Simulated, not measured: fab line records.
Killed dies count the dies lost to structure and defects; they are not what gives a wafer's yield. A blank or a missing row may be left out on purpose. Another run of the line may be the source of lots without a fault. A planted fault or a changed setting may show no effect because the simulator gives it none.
Which tool was responsible? -- flow nand harc -- Sampling: 24 lots, 72 wafers, 6 of 1302 route steps

WHAT THE GAUGES SHOWED, per wafer
Not one reading of a measure or inspect step in the record can be checked against a usual standard deviation.

WHAT TOOL EACH LOT RAN ON (gives the tool, then ch and the chambers of the sampled wafers, and finally the start)
lot,NHARC_A_STAIRCASE_ETCH_15,NHARC_A_STAIRCASE_TRIM_16,NHARC_A_STAIRCASE_ETCH_23,NHARC_A_STAIRCASE_TRIM_200,NHARC_A_STAIRCASE_ETCH_201,NHARC_A_STAIRCASE_TRIM_222
L074,"rie diel-03 ch 1,2,3, no start","rie diel-03 ch 2,3, no start","rie diel-05 ch 0,1,3, no start","rie diel-03 ch 2,3, no start","rie diel-03 ch 0,2, no start","rie diel-05 ch 0,1,2, no start"
L075,"rie diel-03 ch 0,1,2, no start","rie diel-03 ch 0,1, no start","rie diel-03 ch 1,2,3, no start","rie diel-03 ch 0,2, no start","rie diel-03 ch 1,3, no start","rie diel-02 ch 2,3, no start"
L078,"rie diel-02 ch 2,3, no start","rie diel-02 ch 0,1,3, no start","rie diel-05 ch 0,1, no start","rie diel-02 ch 0,3, no start","rie diel-02 ch 0,1,3, no start","rie diel-02 ch 1,2,3, no start"
L076,"rie diel-05 ch 0,1, no start","rie diel-05 ch 1,2, no start","rie diel-05 ch 0,2,3, no start","rie diel-03 ch 0,2,3, no start","rie diel-03 ch 0,3, no start","rie diel-03 ch 0,3, no start"
L077,"rie diel-03 ch 2,3, no start","rie diel-03 ch 0,2,3, no start","rie diel-03 ch 0,2,3, no start","rie diel-05 ch 0,2,3, no start","rie diel-05 ch 0,1,3, no start","rie diel-05 ch 0,1, no start"
L079,"rie diel-02 ch 1,2,3, no start","rie diel-02 ch 1,2,3, no start","rie diel-03 ch 0,2,3, no start","rie diel-03 ch 0,2,3, no start","rie diel-03 ch 0,2,3, no start","rie diel-03 ch 0,2,3, no start"
L080,"rie diel-02 ch 1,3, no start","rie diel-02 ch 0,2, no start","rie diel-02 ch 0,1,2, no start","rie diel-05 ch 1,3, no start","rie diel-05 ch 1,3, no start","rie diel-05 ch 0,2, no start"
L082,"rie diel-03 ch 0,2,3, no start","rie diel-03 ch 1,2,3, no start","rie diel-03 ch 0,2,3, no start","rie diel-03 ch 0,2,3, no start","rie diel-03 ch 0,1,3, no start","rie diel-03 ch 0,1,2, no start"
L081,"rie diel-02 ch 0,1,2, no start","rie diel-02 ch 0,1,2, no start","rie diel-05 ch 2,3, no start","rie diel-02 ch 2,3, no start","rie diel-02 ch 0,1, no start","rie diel-05 ch 0,1,2, no start"
L085,"rie diel-02 ch 2,3, no start","rie diel-02 ch 0,1, no start","rie diel-02 ch 0,2,3, no start","rie diel-02 ch 0,2, no start","rie diel-02 ch 1,2, no start","rie diel-05 ch 0,1, no start"
L083,"rie diel-05 ch 0,1,3, no start","rie diel-05 ch 1,2,3, no start","rie diel-05 ch 0,1,3, no start","rie diel-05 ch 1,2,3, no start","rie diel-05 ch 0,1,3, no start","rie diel-03 ch 0,1,2, no start"
L084,"rie diel-02 ch 0,1, no start","rie diel-02 ch 0,1,2, no start","rie diel-02 ch 0,1,2, no start","rie diel-05 ch 1,2,3, no start","rie diel-05 ch 0,2,3, no start","rie diel-05 ch 2,3, no start"
L086,"rie diel-05 ch 0,1,2, no start","rie diel-05 ch 1,2, no start","rie diel-05 ch 0,2,3, no start","rie diel-03 ch 1,2, no start","rie diel-03 ch 2,3, no start","rie diel-02 ch 0,3, no start"
L087,"rie diel-02 ch 0,1, no start","rie diel-02 ch 1,2, no start","rie diel-02 ch 0,2, no start","rie diel-03 ch 1,2, no start","rie diel-03 ch 1,3, no start","rie diel-03 ch 2,3, no start"
L088,"rie diel-05 ch 0,1,3, no start","rie diel-05 ch 0,1,2, no start","rie diel-03 ch 2,3, no start","rie diel-05 ch 1,2,3, no start","rie diel-05 ch 0,1,2, no start","rie diel-02 ch 0,1,3, no start"
L089,"rie diel-05 ch 0,1,3, no start","rie diel-05 ch 0,3, no start","rie diel-03 ch 0,1,3, no start","rie diel-05 ch 0,2, no start","rie diel-05 ch 0,2, no start","rie diel-05 ch 1,2, no start"
L090,"rie diel-05 ch 0,1, no start","rie diel-05 ch 0,1,3, no start","rie diel-02 ch 0,3, no start","rie diel-05 ch 1,2, no start","rie diel-05 ch 0,1,2, no start","rie diel-03 ch 0,2,3, no start"
L091,"rie diel-02 ch 1,3, no start","rie diel-02 ch 0,1,2, no start","rie diel-02 ch 1,2,3, no start","rie diel-05 ch 0,2, no start","rie diel-05 ch 0,2,3, no start","rie diel-02 ch 1,2,3, no start"
L092,"rie diel-05 ch 0,1,3, no start","rie diel-05 ch 1,2,3, no start","rie diel-02 ch 0,2,3, no start","rie diel-03 ch 0,3, no start","rie diel-03 ch 0,2,3, no start","rie diel-05 ch 0,2,3, no start"
L093,"rie diel-05 ch 0,3, no start","rie diel-05 ch 1,2,3, no start","rie diel-05 ch 2,3, no start","rie diel-03 ch 0,1,2, no start","rie diel-03 ch 1,2,3, no start","rie diel-03 ch 1,2,3, no start"
L095,"rie diel-02 ch 0,1, no start","rie diel-02 ch 1,2, no start","rie diel-03 ch 1,2, no start","rie diel-05 ch 0,1,3, no start","rie diel-05 ch 0,1,3, no start","rie diel-02 ch 0,1,2, no start"
L094,"rie diel-03 ch 0,1,3, no start","rie diel-03 ch 0,1,2, no start","rie diel-03 ch 2,3, no start","rie diel-05 ch 0,3, no start","rie diel-05 ch 0,1, no start","rie diel-03 ch 0,2,3, no start"
L096,"rie diel-03 ch 1,2,3, no start","rie diel-03 ch 0,1, no start","rie diel-03 ch 1,3, no start","rie diel-03 ch 0,1,3, no start","rie diel-03 ch 1,2,3, no start","rie diel-03 ch 0,2, no start"
L097,"rie diel-03 ch 1,2,3, no start","rie diel-03 ch 0,1, no start","rie diel-02 ch 0,3, no start","rie diel-05 ch 1,2,3, no start","rie diel-05 ch 0,2,3, no start","rie diel-03 ch 0,1,3, no start"
- NHARC_A_STAIRCASE_ETCH_15: etches the open film in C4F8/O2, target depth 100 nm, time 40.5 s.
- NHARC_A_STAIRCASE_TRIM_16: chemistry O2, time 211.2 s.
- NHARC_A_STAIRCASE_ETCH_23: etches the open film in C4F8/O2, target depth 100 nm, time 40.5 s.
- NHARC_A_STAIRCASE_TRIM_200: chemistry O2, time 211.2 s.
- NHARC_A_STAIRCASE_ETCH_201: etches the open film in C4F8/O2, target depth 100 nm, time 40.5 s.
- NHARC_A_STAIRCASE_TRIM_222: chemistry O2, time 211.2 s.

WHAT THE TOOLS THEMSELVES READ (means of the sampled wafers that have a number; where no wafer has one, the mark that the record gives instead)
NHARC_A_STAIRCASE_ETCH_15. Usual: oes product au 0.939 a.u., standard deviation 0.013; rf fwd power W 592 W, standard deviation 3.2; rf vpp V 894 V, standard deviation 4.6.
lot,tool,oes product au (a.u.),rf fwd power W (W),rf vpp V (V),flag
L074,rie diel-03,0.942,590,895,
L075,rie diel-03,0.951,591,896,
L078,rie diel-02,0.957,593,895,
L076,rie diel-05,0.925,594,892,
L077,rie diel-03,0.911,590,893,
L079,rie diel-02,0.939,591,891,
L080,rie diel-02,0.945,592,894,
L082,rie diel-03,0.948,591,893,
L081,rie diel-02,0.941,594,893,
L085,rie diel-02,0.941,593,891,
L083,rie diel-05,0.930,594,894,
L084,rie diel-02,0.924,591,893,
L086,rie diel-05,0.936,595,893,
L087,rie diel-02,0.956,594,895,
L088,rie diel-05,0.931,594,895,
L089,rie diel-05,0.930,593,895,
L090,rie diel-05,0.926,597,896,
L091,rie diel-02,0.942,591,892,
L092,rie diel-05,0.938,592,894,
L093,rie diel-05,0.948,588,892,
L095,rie diel-02,0.949,594,896,
L094,rie diel-03,0.951,592,896,
L096,rie diel-03,0.948,592,893,
L097,rie diel-03,0.937,592,893,

NHARC_A_STAIRCASE_TRIM_16. Usual: drypump motor current A 6.0 A, standard deviation 0.4; oes product au 0.995 a.u., standard deviation 0.0091; rf vpp V 57.6 V, standard deviation 0.83; showerhead plenum p Torr 3.47 Torr, standard deviation 0.12; throttle valve pct 17.036 %, standard deviation 0.0086.
lot,tool,drypump motor current A (A),oes product au (a.u.),rf vpp V (V),showerhead plenum p Torr (Torr),throttle valve pct (%),flag
L074,rie diel-03,6.4,0.989,57.9,3.46,17.032,
L075,rie diel-03,5.6,0.992,57.4,3.60,17.037,
L078,rie diel-02,5.9,0.986,57.7,3.51,17.036,
L076,rie diel-05,6.0,0.999,58.0,3.52,17.032,
L077,rie diel-03,6.2,0.992,58.2,3.47,17.034,
L079,rie diel-02,6.0,0.998,57.3,3.41,17.027,
L080,rie diel-02,5.9,1.002,57.5,3.42,17.051,
L082,rie diel-03,6.2,0.989,57.8,3.49,17.033,
L081,rie diel-02,5.8,1.000,57.3,3.44,17.035,
L085,rie diel-02,5.9,0.998,57.5,3.46,17.040,
L083,rie diel-05,5.7,0.985,58.2,3.55,17.034,
L084,rie diel-02,5.9,1.004,58.2,3.44,17.040,
L086,rie diel-05,6.0,0.994,58.0,3.50,17.045,
L087,rie diel-02,6.0,1.005,56.9,3.34,17.033,
L088,rie diel-05,6.2,0.993,56.8,3.45,17.031,
L089,rie diel-05,6.2,1.002,56.8,3.37,17.034,
L090,rie diel-05,6.0,0.991,57.8,3.48,17.042,
L091,rie diel-02,5.9,0.999,57.2,3.43,17.032,
L092,rie diel-05,5.7,0.997,57.4,3.53,17.040,
L093,rie diel-05,5.8,0.999,57.3,3.52,17.034,
L095,rie diel-02,6.0,0.992,57.7,3.35,17.043,
L094,rie diel-03,6.0,1.001,57.9,3.48,17.037,
L096,rie diel-03,5.6,0.989,57.7,3.59,17.033,
L097,rie diel-03,5.6,0.986,57.0,3.59,17.032,

NHARC_A_STAIRCASE_ETCH_23. Usual: oes product au 0.942 a.u., standard deviation 0.012; rf fwd power W 592 W, standard deviation 3.2; rf vpp V 894 V, standard deviation 4.6.
lot,tool,oes product au (a.u.),rf fwd power W (W),rf vpp V (V),flag
L074,rie diel-05,0.960,595,895,
L075,rie diel-03,0.943,589,895,
L078,rie diel-05,0.959,594,892,
L076,rie diel-05,0.954,592,891,
L077,rie diel-03,0.932,591,894,
L079,rie diel-03,0.946,590,894,
L080,rie diel-02,0.938,593,894,
L082,rie diel-03,0.936,591,893,
L081,rie diel-05,0.933,591,894,
L085,rie diel-02,0.952,593,894,
L083,rie diel-05,0.942,593,895,
L084,rie diel-02,0.931,592,892,
L086,rie diel-05,0.942,593,892,
L087,rie diel-02,0.953,592,892,
L088,rie diel-03,0.935,591,893,
L089,rie diel-03,0.943,593,897,
L090,rie diel-02,0.953,592,895,
L091,rie diel-02,0.949,590,891,
L092,rie diel-02,0.943,593,892,
L093,rie diel-05,0.950,590,895,
L095,rie diel-03,0.949,587,891,
L094,rie diel-03,0.940,590,893,
L096,rie diel-03,0.940,591,896,
L097,rie diel-02,0.937,591,898,

NHARC_A_STAIRCASE_TRIM_200. Usual: drypump motor current A 6.1 A, standard deviation 0.48; oes product au 0.995 a.u., standard deviation 0.0081; rf vpp V 57.7 V, standard deviation 0.84; showerhead plenum p Torr 3.48 Torr, standard deviation 0.14; throttle valve pct 17.036 %, standard deviation 0.0093.
lot,tool,drypump motor current A (A),oes product au (a.u.),rf vpp V (V),showerhead plenum p Torr (Torr),throttle valve pct (%),flag
L074,rie diel-03,6.5,0.988,57.5,3.39,17.035,
L075,rie diel-03,6.3,0.989,57.4,3.40,17.041,
L078,rie diel-02,5.8,0.996,58.9,3.57,17.041,
L076,rie diel-03,6.2,0.992,57.0,3.47,17.025,
L077,rie diel-05,5.9,1.000,57.1,3.43,17.031,
L079,rie diel-03,6.2,0.987,57.7,3.47,17.038,
L080,rie diel-05,5.9,0.978,57.5,3.62,17.038,
L082,rie diel-03,6.2,0.989,58.0,3.46,17.041,
L081,rie diel-02,6.1,0.999,57.7,3.39,17.032,
L085,rie diel-02,5.9,0.995,57.4,3.41,17.033,
L083,rie diel-05,5.7,0.997,58.2,3.54,17.035,
L084,rie diel-05,5.8,0.993,57.6,3.54,17.047,
L086,rie diel-03,5.9,1.004,58.2,3.52,17.037,
L087,rie diel-03,5.9,0.996,57.5,3.52,17.034,
L088,rie diel-05,5.7,0.994,58.0,3.54,17.034,
L089,rie diel-05,6.1,0.995,57.2,3.37,17.041,
L090,rie diel-05,5.9,0.993,57.3,3.49,17.040,
L091,rie diel-05,6.4,0.993,57.5,3.32,17.030,
L092,rie diel-03,5.9,0.987,57.7,3.54,17.038,
L093,rie diel-03,5.9,0.993,56.9,3.48,17.031,
L095,rie diel-05,6.0,1.000,57.7,3.48,17.041,
L094,rie diel-05,5.7,0.990,57.2,3.44,17.023,
L096,rie diel-03,5.9,0.993,57.2,3.55,17.034,
L097,rie diel-05,5.7,0.999,58.3,3.52,17.035,

NHARC_A_STAIRCASE_ETCH_201. Usual: oes product au 0.937 a.u., standard deviation 0.0099; rf fwd power W 592 W, standard deviation 3.3; rf vpp V 894 V, standard deviation 5.
lot,tool,oes product au (a.u.),rf fwd power W (W),rf vpp V (V),flag
L074,rie diel-03,0.939,588,892,
L075,rie diel-03,0.936,592,898,
L078,rie diel-02,0.939,592,895,
L076,rie diel-03,0.928,592,897,
L077,rie diel-05,0.940,592,894,
L079,rie diel-03,0.922,590,893,
L080,rie diel-05,0.937,592,900,
L082,rie diel-03,0.939,592,898,
L081,rie diel-02,0.945,594,896,
L085,rie diel-02,0.942,590,891,
L083,rie diel-05,0.934,594,895,
L084,rie diel-05,0.952,593,892,
L086,rie diel-03,0.946,589,890,
L087,rie diel-03,0.939,594,897,
L088,rie diel-05,0.933,595,893,
L089,rie diel-05,0.938,593,890,
L090,rie diel-05,0.926,594,893,
L091,rie diel-05,0.943,592,891,
L092,rie diel-03,0.937,589,892,
L093,rie diel-03,0.948,592,893,
L095,rie diel-05,0.931,593,893,
L094,rie diel-05,0.920,596,896,
L096,rie diel-03,0.939,592,893,
L097,rie diel-05,0.946,592,898,

NHARC_A_STAIRCASE_TRIM_222. Usual: drypump motor current A 6.0 A, standard deviation 0.42; oes product au 0.996 a.u., standard deviation 0.0095; rf vpp V 57.7 V, standard deviation 0.87; showerhead plenum p Torr 3.47 Torr, standard deviation 0.13; throttle valve pct 17.036 %, standard deviation 0.0093.
lot,tool,drypump motor current A (A),oes product au (a.u.),rf vpp V (V),showerhead plenum p Torr (Torr),throttle valve pct (%),flag
L074,rie diel-05,6.3,0.994,58.2,3.47,17.036,
L075,rie diel-02,6.1,1.011,57.4,3.45,17.031,
L078,rie diel-02,6.0,1.004,58.0,3.41,17.045,
L076,rie diel-03,6.1,0.992,57.5,3.55,17.034,
L077,rie diel-05,6.4,0.997,57.8,3.54,17.037,
L079,rie diel-03,6.2,0.983,57.4,3.47,17.034,
L080,rie diel-05,6.4,1.001,57.0,3.34,17.034,
L082,rie diel-03,6.0,0.995,58.1,3.50,17.033,
L081,rie diel-05,6.2,0.988,56.9,3.46,17.035,
L085,rie diel-05,6.5,0.987,57.6,3.40,17.041,
L083,rie diel-03,6.0,0.993,58.1,3.50,17.031,
L084,rie diel-05,5.6,0.996,57.5,3.47,17.029,
L086,rie diel-02,5.9,1.007,58.3,3.52,17.036,
L087,rie diel-03,6.4,1.000,57.7,3.44,17.037,
L088,rie diel-02,5.9,1.003,57.6,3.49,17.036,
L089,rie diel-05,6.0,0.998,56.6,3.50,17.042,
L090,rie diel-03,6.2,0.990,58.5,3.45,17.019,
L091,rie diel-02,6.1,1.000,57.0,3.39,17.037,
L092,rie diel-05,5.9,1.001,58.6,3.41,17.044,
L093,rie diel-03,6.2,1.001,58.0,3.47,17.034,
L095,rie diel-02,5.9,1.007,57.2,3.42,17.034,
L094,rie diel-03,6.2,1.001,57.0,3.44,17.036,
L096,rie diel-03,6.3,1.001,57.3,3.37,17.039,
L097,rie diel-03,5.9,0.990,58.4,3.55,17.043,

THE ANSWER, worked out from the rows above alone
Rule: a lot counts as off when the mean over its wafers that have a number is more than 3 standard deviations away from the usual mean. Also off: a lot with no number at a reading for which 4 or more lots have one. Where the step has rows for the other lots, those lots are counted as sound. First the gauges in route order, then the tools' own readings, where a lot's mean is used as printed above. At the first step where some lot is off, the reading lying furthest off is the one used; lots without a number count as furthest.
Across all readings shown, no lot is off: no conclusion can be drawn from this.

WHAT WAS PUT IN BY THE SIMULATOR
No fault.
